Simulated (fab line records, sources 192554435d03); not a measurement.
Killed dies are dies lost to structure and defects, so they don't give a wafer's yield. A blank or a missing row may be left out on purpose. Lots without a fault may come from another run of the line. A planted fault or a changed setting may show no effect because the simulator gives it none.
fab line records | flow n5_finfet
record lots=4 wafers=12 last_day=16
route steps=1938 shown MOL_CONTACT_COAG@558 BEOL_M4@1111 PASSIVATION@1936
lots that met no fault: from a run of the same line without faults
start_h: hours from the record's first day to the start of the lot's first wafer shown | wait_h: hours since the lot's step before | " the same as in the row above | L1.1+2: a row that stands for several wafers | - no value, or no start given | * or withheld: withheld | < > ~ a bound
route shown NAME@n: a module of which the file shows steps, and the number in the route of the first | usual: mean/standard deviation of fault-free wafers | same: alike in all rows | chamber/n: place in a boat | sites: the reading at each site | _std_site: their standard deviation | _edge_site: outer sites' mean less inner sites' | radius_mm: how far each site lies from the wafer's centre | mask NAME#n: copy n | behind: the tool/chamber that last shaped the wafer | hold: why the lot was held/for how many hours/how that ended | device: the transistor (n, p or np) that didn't switch | end of line: the same wafers' tests at the end of the route | a step without rows: its recipe alone | killed: dies lost to structure and defects at the first sort, not the wafer's yield | map: a wafer's dies, x killed, . not, _ none there
set.NAME: the setting as run; set.NAME@STEP: as run at that earlier step | model.NAME: the simulator's own value behind a step, which no gauge read
lots at some steps of the route; a table a step, a row a wafer
services: from which hour (start_h, from the record's first day; less than 0 if before it) a tool's chamber was out of use, for how many hours, and why
## steps
# step N5_MOL_CONTACT_COAG_WET_ETCH_116
# recipe chemistry=SC1-inhibited target_depth_nm=4.6 dry=ipa_marangoni rinse_time_s=30 rinse_temp_c=23
# step N5_MOL_CONTACT_COAG_ALD_27
# recipe material=SiOC target_thk_a=170 temp_c=400 ald_precursor_family=carbosiloxane ald_co_reactant=H2-plasma pulse_time_s=1.5 time_s=2720 purge_time_s=2 co_reactant_purge_time_s=2 ald_cycles=340 pressure_torr=2
# step N5_MOL_CONTACT_COAG_CMP_28
# recipe stop_on=SiNx t_overpolish_s=0.85 post_cmp_clean=alkaline_brush down_force_psi=4.15 platen_rpm=51.8 pad_velocity_m_s=1.0307 target_thk_nm=14.522
# step N5_MOL_CONTACT_COAG_ALD_123
# recipe material=SiNx target_thk_a=50 temp_c=400 ald_precursor_family=SiH2I2 ald_co_reactant=N2/H2-plasma pulse_time_s=1 purge_time_s=2 co_reactant_purge_time_s=2 ald_cycles=100 pressure_torr=2
# step N5_MOL_CONTACT_COAG_PECVD_31
# recipe material=SiO2 target_thk_a=460 temp_c=400 precursor=TEOS/O2 pressure_torr=6.5 rf_w=withheld teos_flow_sccm=withheld gas=O2 flow_sccm=2650 time_s=8.9
# step N5_MOL_CONTACT_COAG_COAT_75
# recipe resist=SOC temp_c=250 time_s=60 spin_rpm=1500 resist_thk_nm=60
# step N5_MOL_CONTACT_COAG_COAT_76
# recipe resist=SiARC temp_c=220 time_s=60 spin_rpm=1500 resist_thk_nm=10
# step N5_MOL_CONTACT_COAG_COAT_77
# recipe resist=underlayer temp_c=205 time_s=60 spin_rpm=1500 resist_thk_nm=10
# step N5_MOL_CONTACT_COAG_COAT_78
# recipe resist=CAR-EUV spin_rpm=1500 resist_thk_nm=40
# step N5_MOL_CONTACT_COAG_EBR_80
# recipe solvent=PGMEA ebr_width_mm=1.5
# step N5_MOL_CONTACT_COAG_SOFTBAKE_79
# recipe temp_c=110 time_s=60 resist=CAR-EUV
# step N5_MOL_CONTACT_COAG_EXPOSE_81
# recipe mask_id=VG na=0.33 source_shape=annular sigma_inner=0.3 sigma_outer=0.7 polarization=unpolarized defocus_nm=0 dose_mj=59.5
# same na=0.33
# columns lot.wafer tool chamber start_h wait_h mask model.MOL_CONTACT_COAG.overlay_x_nm
L985.2+3+5 euv_scanner-01 0 116.20 - VG#0 0.2
L996.1+3+6 euv_scanner-01 0 183.97 - VG#0 12.6
L997.2+3+4 euv_scanner-01 0 190.56 - VG#0 12.4
L998.1+2+5 euv_scanner-02 0 195.74 - VG#0 0.2
# step N5_MOL_CONTACT_COAG_PEB_82
# recipe peb_temp_c=100 peb_time_s=60 resist=CAR-EUV
# step N5_MOL_CONTACT_COAG_DEVELOP_83
# recipe develop_time_s=30 developer=TMAH resist=CAR-EUV rinse_liquid=surfactant_rinse dry=air_spin dev_temp_c=23
# step N5_MOL_CONTACT_COAG_OVL_MEAS_85
# recipe points_per_wafer=522
# usual VG_OVL=-0.4/0.6
# columns lot.wafer tool chamber start_h wait_h VG_OVL[nm]
L985.2 overlay-02 0 116.37 0.0 -0.2
L985.3 " 0 " " -0.5
L985.5 " 0 " " -0.6
L996.1 overlay-02 0 184.14 0.0 11.8
L996.3 " 0 " " 11.8
L996.6 " 0 " " 11.8
L997.2 overlay-02 0 190.73 0.0 11.4
L997.3 " 0 " " 12.0
L997.4 " 0 " " 11.2
L998.1 overlay-01 0 195.92 0.0 -0.3
L998.2 " 0 " " 0.5
L998.5 " 0 " " 0.3
# step N5_MOL_CONTACT_COAG_DESCUM_88
# recipe chemistry=O2 time_s=7 source_power_w=50 bias_power_w=20 pressure_mtorr=20 rf_frequency_hz=2.712e+07 temp_c=40 resist=CAR-EUV o2_flow_sccm=225
# step N5_MOL_CONTACT_COAG_ETCH_89
# recipe chemistry=N2/H2 target=underlayer target_depth_a=130 mask_material=CAR-EUV time_s=10.4 ion_energy_ev=200 pressure_mtorr=30 source_w=840 bias_w=150 n2_flow_sccm=200 h2_flow_sccm=200 ends=cleared
# step N5_MOL_CONTACT_COAG_ETCH_90
# recipe chemistry=CF4 target=SiARC target_depth_a=130 mask_material=CAR-EUV time_s=21.7 ion_energy_ev=80 pressure_mtorr=40 source_w=545 bias_w=36 Ar_flow_sccm=100 cf4_flow_sccm=100 ends=cleared
# step N5_MOL_CONTACT_COAG_ALD_131
# recipe material=SiO2 target_thk_a=50 temp_c=100 ald_precursor_family=BDEAS ald_co_reactant=O2-plasma pulse_time_s=1 co_reactant_pulse_time_s=1 purge_time_s=2 co_reactant_purge_time_s=2 ald_cycles=35 pressure_torr=2
# step N5_MOL_CONTACT_COAG_ETCHBACK_132
# recipe chemistry=CHF3 target=SiO2 target_depth_a=100 time_s=6.7 ion_energy_ev=200 pressure_mtorr=30 source_w=610 bias_w=170 Ar_flow_sccm=200 CHF3_flow_sccm=50
# step N5_MOL_CONTACT_COAG_ETCH_91
# recipe chemistry=N2/H2 target=SOC target_depth_a=600 overetch_a=210 mask_material=SiARC temp_c=40 time_s=101.2 ion_energy_ev=200 pressure_mtorr=30 source_w=840 bias_w=150 n2_flow_sccm=200 h2_flow_sccm=200
# step N5_MOL_CONTACT_COAG_STRIP_92
# recipe chemistry=N2/H2 temp_c=40 n2_flow_sccm=200 h2_flow_sccm=200 rf_frequency_hz=6e+07
# step N5_MOL_CONTACT_COAG_STRIP_93
# recipe chemistry=N2/H2 temp_c=40 n2_flow_sccm=200 h2_flow_sccm=200 rf_frequency_hz=6e+07
# step N5_MOL_CONTACT_COAG_ETCHBACK_135
# recipe chemistry=CHF3 target=SiO2 target_depth_a=250 time_s=16.7 ion_energy_ev=200 pressure_mtorr=30 source_w=610 bias_w=170 Ar_flow_sccm=200 CHF3_flow_sccm=50
# step N5_MOL_CONTACT_COAG_STRIP_118
# recipe chemistry=CHF3 resist=SiARC rf_frequency_hz=6e+07
# step N5_MOL_CONTACT_COAG_VIA_ETCH_46
# recipe chemistry=C4F6/O2 target_depth_a=460 overetch_a=92 mask_material=SOC target=SiO2 bias_w=455 pressure_mtorr=10 time_s=40 source_w=325 Ar_flow_sccm=300 C4F6_flow_sccm=10 O2_flow_sccm=10 ion_energy_ev=575.3 ends=end_point
# step N5_MOL_CONTACT_COAG_STRIP_96
# recipe chemistry=N2/H2 power_w=500 temp_c=40 pressure_mtorr=50 rf_frequency_hz=6e+07 overash_fraction=0.3 bias_power_w=28 h2_frac=0.5 n2_flow_sccm=300 h2_flow_sccm=300
# step N5_MOL_CONTACT_COAG_ETCH_47
# recipe chemistry=CH3F/O2 target=SiNx target_depth_a=270 mask_material=SiO2 stop_on=W over_etch_frac=0.2 ion_energy_ev=120 endpoint=OES-CN pressure_mtorr=30 source_w=395 bias_w=73 Ar_flow_sccm=150 CH3F_flow_sccm=30 O2_flow_sccm=20 ends=end_point
# step N5_MOL_CONTACT_COAG_STRIP_119
# recipe chemistry=N2/H2 time_s=30 power_w=1000 temp_c=250 pressure_mtorr=withheld n2_flow_sccm=1750 h2_flow_sccm=3250
# step N5_MOL_CONTACT_COAG_PRECLEAN_144
# recipe chemistry=alkaline_clean temp_c=60 time_s=60 do_ppb=50
# step N5_MOL_CONTACT_COAG_SRD_145
# recipe dry=ipa_marangoni time_s=30 temp_c=23 rinse_liquid=diw
# step N5_MOL_CONTACT_COAG_COAT_62
# recipe resist=SOC temp_c=250 time_s=60 spin_rpm=1500 resist_thk_nm=60
# step N5_MOL_CONTACT_COAG_COAT_63
# recipe resist=SiARC temp_c=220 time_s=60 spin_rpm=1500 resist_thk_nm=10
# step N5_MOL_CONTACT_COAG_COAT_64
# recipe resist=underlayer temp_c=205 time_s=60 spin_rpm=1500 resist_thk_nm=10
# step N5_MOL_CONTACT_COAG_COAT_34
# recipe resist=CAR-EUV spin_rpm=1500 resist_thk_nm=40
# step N5_MOL_CONTACT_COAG_EBR_36
# recipe solvent=PGMEA ebr_width_mm=1.5
# step N5_MOL_CONTACT_COAG_SOFTBAKE_35
# recipe temp_c=110 time_s=60 resist=CAR-EUV
# step N5_MOL_CONTACT_COAG_EXPOSE_37
# recipe mask_id=VD na=0.33 source_shape=annular sigma_inner=0.3 sigma_outer=0.7 polarization=unpolarized defocus_nm=0 dose_mj=62
# step N5_BEOL_M4_RC_MEAS_101
# usual DIBL_N=36.0/2.5 DIBL_P=36.7/3 IOFF_N=0.16/0.043 IOFF_P=0.21/0.049 ION_N=673/15 ION_P=461/9.8 SS_N=71.5/0.83 SS_P=73.4/0.83 VT_N=250/4 VT_P=-251/4
# columns lot.wafer tool chamber start_h wait_h DIBL_N[mV/V] DIBL_P[mV/V] IOFF_N[nA/um] IOFF_P[nA/um] ION_N[uA/um] ION_P[uA/um] SS_N[mV/dec] SS_P[mV/dec] VT_N[mV] VT_P[mV]
L985.2 prober-02 0 185.91 0.2 38.7 39.9 0.22 0.28 695 472 71.6 73.8 243 -246
L985.3 " 0 " " 38.6 39.5 0.20 0.26 686 474 71.7 73.6 245 -244
L985.5 " 0 " " 40.7 42.3 0.24 0.34 693 476 72.6 74.8 244 -242
L996.1 prober-01 0 243.35 0.0 35.8 35.2 0.14 0.22 662 460 71.2 72.4 251 -250
L996.3 " 0 " " 36.8 36.6 0.16 0.24 666 466 72.1 74.7 251 -244
L996.6 " 0 " " 38.0 38.2 0.19 0.26 680 469 71.3 73.8 247 -247
L997.2 prober-01 0 266.77 0.2 37.9 40.2 0.20 0.28 682 472 72.1 74.6 247 -245
L997.3 " 0 " " 36.3 37.5 0.17 0.23 667 457 71.5 73.8 250 -246
L997.4 " 0 " " 34.1 35.2 0.13 0.19 667 459 71.5 73.1 253 -251
L998.1 prober-01 0 269.88 0.0 35.1 36.4 0.14 0.18 666 458 71.5 73.6 252 -252
L998.2 " 0 " " 33.6 34.6 0.12 0.17 653 452 71.8 72.7 254 -254
L998.5 " 0 " " 38.4 38.7 0.19 0.22 679 461 72.4 74.0 246 -251
# step N5_PASSIVATION_PROBE_49
# usual defect_limited_yield=91.1/1.5 killed_at_M0_to_M3=37/11 killed_at_M4_up=13/5.6 killed_at_contacts=12/5.6 killed_at_front_end=39/11 killed_at_other=4/3.1 killed_dies=105/18 killed_on_rim=14/3.8 killed_open=69/13 killed_short=35/7.4 sort_bin_5_function=5.1/0.92 sort_bin_6_memory=3.4/0.76 sort_n_pass=1075/18 sort_yield_pct=91.1/1.5
# same gross_dies=1180 killed_at_back_side=0 sort_bin_4_leakage[%]=0 sort_bin_8_speed[%]=0
# columns lot.wafer tool chamber start_h wait_h defect_limited_yield[%] killed_at_M0_to_M3 killed_at_M4_up killed_at_contacts killed_at_front_end killed_at_other killed_dies killed_on_rim killed_open killed_short sort_bin_5_function[%] sort_bin_6_memory[%] sort_n_pass sort_yield_pct[%]
L985.2 prober-01 - 296.96 0.7 91.4 20 12 18 44 7 101 16 60 38 5.4 2.8 1079 91.4
L985.3 prober-01 - 297.01 0.8 91.0 37 6 9 49 5 106 7 73 33 5.8 2.8 1074 91.0
L985.5 prober-01 - 297.11 0.9 91.0 26 16 12 46 6 106 20 59 39 5.7 2.5 1074 91.0
L997.2 prober-01 - 377.96 0.1 0 36 17 1081 45 1 1180 152 82 33 52.5 4.3 0 0
L997.3 prober-01 - 378.01 0.1 0 50 20 1073 36 1 1180 152 83 43 51.4 4.1 0 0
L997.4 prober-01 - 378.06 0.2 0 24 15 1095 45 1 1180 152 64 34 49.2 4.0 0 0
L996.1 prober-01 - 381.22 0.0 0 26 13 1090 43 8 1180 152 71 36 49.9 3.1 0 0
L996.3 prober-01 - 381.32 0.1 0 52 13 1089 26 0 1180 152 68 32 49.2 3.4 0 0
L996.6 prober-01 - 381.47 0.3 0 35 17 1104 18 6 1180 152 53 30 52.4 2.6 0 0
L998.1 prober-02 - 390.19 0.0 92.2 29 7 14 39 3 92 10 57 27 4.3 2.5 1088 92.2
L998.2 prober-02 - 390.24 0.1 92.3 36 23 6 24 2 91 12 59 29 4.7 2.8 1089 92.3
L998.5 prober-02 - 390.39 0.2 90.8 39 9 15 44 1 108 10 70 35 5.5 2.9 1072 90.8
# killed by level:class
L985.2 MOL_CONTACT_COAG:geometric_particle:open=16 GATE_CUT:geometric_particle:short=8 GATE_CUT:geometric_particle:open=7 FIN_SAQP:geometric_particle:short=6 STI_FIN_REVEAL:geometric_particle:open=6 FIN_SAQP:geometric_particle:open=4 BEOL_M1:geometric_particle:short=4 BEOL_M1:geometric_particle:open=4
L985.3 STI_FIN_REVEAL:geometric_particle:open=18 BEOL_M1:geometric_particle:open=12 BEOL_M2:geometric_particle:open=9 GATE_CUT:geometric_particle:short=8 MOL_CONTACT_COAG:geometric_particle:open=6 STI_FIN_REVEAL:geometric_particle:short=4 DUMMY_GATE:geometric_particle:open=4 BEOL_M1:geometric_particle:short=4
L985.5 FIN_SAQP:geometric_particle:short=14 MOL_CONTACT_COAG:geometric_particle:open=9 BEOL_M4:geometric_particle:open=8 HKMG_FIN:area_etch=8 GATE_CUT:geometric_particle:short=7 BEOL_M3:geometric_particle:open=6 FIN_SAQP:geometric_particle:open=5 BEOL_M1:geometric_particle:open=4
L997.2 MOL_CONTACT_COAG:overlay=1065 BEOL_M0_SAQP:geometric_particle:open=12 FIN_SAQP:geometric_particle:short=11 MOL_CONTACT_COAG:geometric_particle:open=11 FIN_SAQP:geometric_particle:open=10 BEOL_M3:geometric_particle:open=9 DUMMY_GATE:geometric_particle:open=8 BEOL_M1:geometric_particle:open=7
L997.3 MOL_CONTACT_COAG:overlay=1054 MOL_CONTACT_COAG:geometric_particle:open=16 BEOL_M0_SAQP:geometric_particle:open=14 FIN_SAQP:geometric_particle:short=11 BEOL_M0_SAQP:geometric_particle:short=10 BEOL_M4:geometric_particle:open=10 BEOL_M2:geometric_particle:open=9 BEOL_M3:geometric_particle:open=8
L997.4 MOL_CONTACT_COAG:overlay=1082 STI_FIN_REVEAL:geometric_particle:open=14 FIN_SAQP:geometric_particle:short=13 MOL_CONTACT_COAG:geometric_particle:open=10 BEOL_M1:geometric_particle:open=9 BEOL_M0_SAQP:geometric_particle:open=5 GATE_CUT:geometric_particle:short=4 BEOL_M0_SAQP:geometric_particle:short=4
L996.1 MOL_CONTACT_COAG:overlay=1070 MOL_CONTACT_COAG:geometric_particle:open=14 STI_FIN_REVEAL:geometric_particle:open=11 BEOL_M5:geometric_particle:open=8 STARTING-WAFER:geometric_particle:open=7 BEOL_M0_SAQP:geometric_particle:open=6 MOL_CONTACT_COAG:geometric_particle:short=6 FIN_SAQP:geometric_particle:short=5
L996.3 MOL_CONTACT_COAG:overlay=1079 BEOL_M0_SAQP:geometric_particle:short=14 BEOL_M0_SAQP:geometric_particle:open=13 BEOL_M2:geometric_particle:open=12 MOL_CONTACT_COAG:geometric_particle:open=8 BEOL_M1:geometric_particle:open=5 FIN_SAQP:geometric_particle:open=4 BEOL_M5:geometric_particle:open=4
L996.6 MOL_CONTACT_COAG:overlay=1096 BEOL_M0_SAQP:geometric_particle:short=11 BEOL_M0_SAQP:geometric_particle:open=8 MOL_CONTACT_COAG:geometric_particle:open=7 BEOL_M5:geometric_particle:open=6 BEOL_M1:geometric_particle:open=4 BEOL_M3:geometric_particle:open=4 BEOL_M4:geometric_particle:open=4
L998.1 MOL_CONTACT_COAG:geometric_particle:open=10 STI_FIN_REVEAL:geometric_particle:open=8 HKMG_FIN:area_etch=8 FIN_SAQP:geometric_particle:open=7 BEOL_M0_SAQP:geometric_particle:open=6 FIN_SAQP:geometric_particle:short=5 BEOL_M0_SAQP:geometric_particle:short=5 BEOL_M2:geometric_particle:open=5
L998.2 BEOL_M0_SAQP:geometric_particle:short=10 BEOL_M4:geometric_particle:open=8 BEOL_M0_SAQP:geometric_particle:open=6 BEOL_M3:geometric_particle:open=6 BEOL_M5:geometric_particle:open=6 MOL_CONTACT_COAG:geometric_particle:open=5 STARTING-WAFER:geometric_particle:open=5 BEOL_M0:geometric_particle:short=4
L998.5 BEOL_M2:geometric_particle:open=12 MOL_CONTACT_COAG:geometric_particle:open=11 STI_FIN_REVEAL:geometric_particle:open=9 BEOL_M3:geometric_particle:open=8 FIN_SAQP:geometric_particle:open=6 FIN_SAQP:geometric_particle:short=6 BEOL_M0_SAQP:geometric_particle:short=5 BEOL_M0_SAQP:geometric_particle:open=5
# map L996.1 (x killed, . not)
_________________xxxxxxxxxxxx________________
______________xxxxxxxxxxxxxxxxxx_____________
___________xxxxxxxxxxxxxxxxxxxxxxxx__________
__________xxxxxxxxxxxxxxxxxxxxxxxxxx_________
________xxxxxxxxxxxxxxxxxxxxxxxxxxxxxx_______
_______xxxxxxxxxxxxxxxxxxxxxxxxxxxxxxxx______
______xxxxxxxxxxxxxxxxxxxxxxxxxxxxxxxxxx_____
_____xxxxxxxxxxxxxxxxxxxxxxxxxxxxxxxxxxxx____
____xxxxxxxxxxxxxxxxxxxxxxxxxxxxxxxxxxxxxx___
___xxxxxxxxxxxxxxxxxxxxxxxxxxxxxxxxxxxxxxxx__
___xxxxxxxxxxxxxxxxxxxxxxxxxxxxxxxxxxxxxxxx__
__xxxxxxxxxxxxxxxxxxxxxxxxxxxxxxxxxxxxxxxxxx_
__xxxxxxxxxxxxxxxxxxxxxxxxxxxxxxxxxxxxxxxxxx_
_xxxxxxxxxxxxxxxxxxxxxxxxxxxxxxxxxxxxxxxxxxxx
_xxxxxxxxxxxxxxxxxxxxxxxxxxxxxxxxxxxxxxxxxxxx
_xxxxxxxxxxxxxxxxxxxxxxxxxxxxxxxxxxxxxxxxxxxx
_xxxxxxxxxxxxxxxxxxxxxxxxxxxxxxxxxxxxxxxxxxxx
_xxxxxxxxxxxxxxxxxxxxxxxxxxxxxxxxxxxxxxxxxxxx
_xxxxxxxxxxxxxxxxxxxxxxxxxxxxxxxxxxxxxxxxxxxx
_xxxxxxxxxxxxxxxxxxxxxxxxxxxxxxxxxxxxxxxxxxxx
_xxxxxxxxxxxxxxxxxxxxxxxxxxxxxxxxxxxxxxxxxxxx
__xxxxxxxxxxxxxxxxxxxxxxxxxxxxxxxxxxxxxxxxxx_
__xxxxxxxxxxxxxxxxxxxxxxxxxxxxxxxxxxxxxxxxxx_
___xxxxxxxxxxxxxxxxxxxxxxxxxxxxxxxxxxxxxxxx__
___xxxxxxxxxxxxxxxxxxxxxxxxxxxxxxxxxxxxxxxx__
____xxxxxxxxxxxxxxxxxxxxxxxxxxxxxxxxxxxxxx___
_____xxxxxxxxxxxxxxxxxxxxxxxxxxxxxxxxxxxx____
______xxxxxxxxxxxxxxxxxxxxxxxxxxxxxxxxxx_____
_______xxxxxxxxxxxxxxxxxxxxxxxxxxxxxxxx______
________xxxxxxxxxxxxxxxxxxxxxxxxxxxxxx_______
__________xxxxxxxxxxxxxxxxxxxxxxxxxx_________
___________xxxxxxxxxxxxxxxxxxxxxxxx__________
______________xxxxxxxxxxxxxxxxxx_____________
_________________xxxxxxxxxxxx________________
# map L997.2 (x killed, . not)
_________________xxxxxxxxxxxx________________
______________xxxxxxxxxxxxxxxxxx_____________
___________xxxxxxxxxxxxxxxxxxxxxxxx__________
__________xxxxxxxxxxxxxxxxxxxxxxxxxx_________
________xxxxxxxxxxxxxxxxxxxxxxxxxxxxxx_______
_______xxxxxxxxxxxxxxxxxxxxxxxxxxxxxxxx______
______xxxxxxxxxxxxxxxxxxxxxxxxxxxxxxxxxx_____
_____xxxxxxxxxxxxxxxxxxxxxxxxxxxxxxxxxxxx____
____xxxxxxxxxxxxxxxxxxxxxxxxxxxxxxxxxxxxxx___
___xxxxxxxxxxxxxxxxxxxxxxxxxxxxxxxxxxxxxxxx__
___xxxxxxxxxxxxxxxxxxxxxxxxxxxxxxxxxxxxxxxx__
__xxxxxxxxxxxxxxxxxxxxxxxxxxxxxxxxxxxxxxxxxx_
__xxxxxxxxxxxxxxxxxxxxxxxxxxxxxxxxxxxxxxxxxx_
_xxxxxxxxxxxxxxxxxxxxxxxxxxxxxxxxxxxxxxxxxxxx
_xxxxxxxxxxxxxxxxxxxxxxxxxxxxxxxxxxxxxxxxxxxx
_xxxxxxxxxxxxxxxxxxxxxxxxxxxxxxxxxxxxxxxxxxxx
_xxxxxxxxxxxxxxxxxxxxxxxxxxxxxxxxxxxxxxxxxxxx
_xxxxxxxxxxxxxxxxxxxxxxxxxxxxxxxxxxxxxxxxxxxx
_xxxxxxxxxxxxxxxxxxxxxxxxxxxxxxxxxxxxxxxxxxxx
_xxxxxxxxxxxxxxxxxxxxxxxxxxxxxxxxxxxxxxxxxxxx
_xxxxxxxxxxxxxxxxxxxxxxxxxxxxxxxxxxxxxxxxxxxx
__xxxxxxxxxxxxxxxxxxxxxxxxxxxxxxxxxxxxxxxxxx_
__xxxxxxxxxxxxxxxxxxxxxxxxxxxxxxxxxxxxxxxxxx_
___xxxxxxxxxxxxxxxxxxxxxxxxxxxxxxxxxxxxxxxx__
___xxxxxxxxxxxxxxxxxxxxxxxxxxxxxxxxxxxxxxxx__
____xxxxxxxxxxxxxxxxxxxxxxxxxxxxxxxxxxxxxx___
_____xxxxxxxxxxxxxxxxxxxxxxxxxxxxxxxxxxxx____
______xxxxxxxxxxxxxxxxxxxxxxxxxxxxxxxxxx_____
_______xxxxxxxxxxxxxxxxxxxxxxxxxxxxxxxx______
________xxxxxxxxxxxxxxxxxxxxxxxxxxxxxx_______
__________xxxxxxxxxxxxxxxxxxxxxxxxxx_________
___________xxxxxxxxxxxxxxxxxxxxxxxx__________
______________xxxxxxxxxxxxxxxxxx_____________
_________________xxxxxxxxxxxx________________
## services
# columns tool chamber start_h hours kind
euv_scanner-02 - 94.31 0.5 repair
euv_scanner-01 - 94.86 1.0 pm
euv_scanner-02 - 127.34 1.0 pm
euv_scanner-01 - 135.61 0.5 repair
euv_scanner-01 0 150.26 - calibration
euv_scanner-01 - 150.64 1.0 pm
euv_scanner-02 0 163.33 - calibration
euv_scanner-01 - 175.46 4.6 pm
euv_scanner-02 - 183.49 1.0 pm
euv_scanner-02 - 193.67 0.5 repair
## key
first_sign step=N5_MOL_CONTACT_COAG_OVL_MEAS_85 reading=VG_OVL direction=up sigmas=20 usual=-0.4 struck=11.7
effect step=N5_PASSIVATION_PROBE_49 reading=killed_at_contacts direction=up sigmas=99+ usual=12 struck=1089
model_effect step=N5_MOL_CONTACT_COAG_EXPOSE_81 value=MOL_CONTACT_COAG.overlay_x_nm without=0.1 struck=12.5
more_kills_born_at N5_MOL_CONTACT_COAG_EXPOSE_81@euv_scanner-01=6446
met_at N5_MOL_CONTACT_COAG_EXPOSE_81
struck_wafers L996.1,L996.3,L996.6,L997.2,L997.3,L997.4
onset_between 116.20 183.97
fault kind=scanner_matching_overlay tool=euv_scanner-01 chamber=- onset_h=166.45 steps=N5_MOL_CONTACT_COAG_EXPOSE_81 offset=12.38
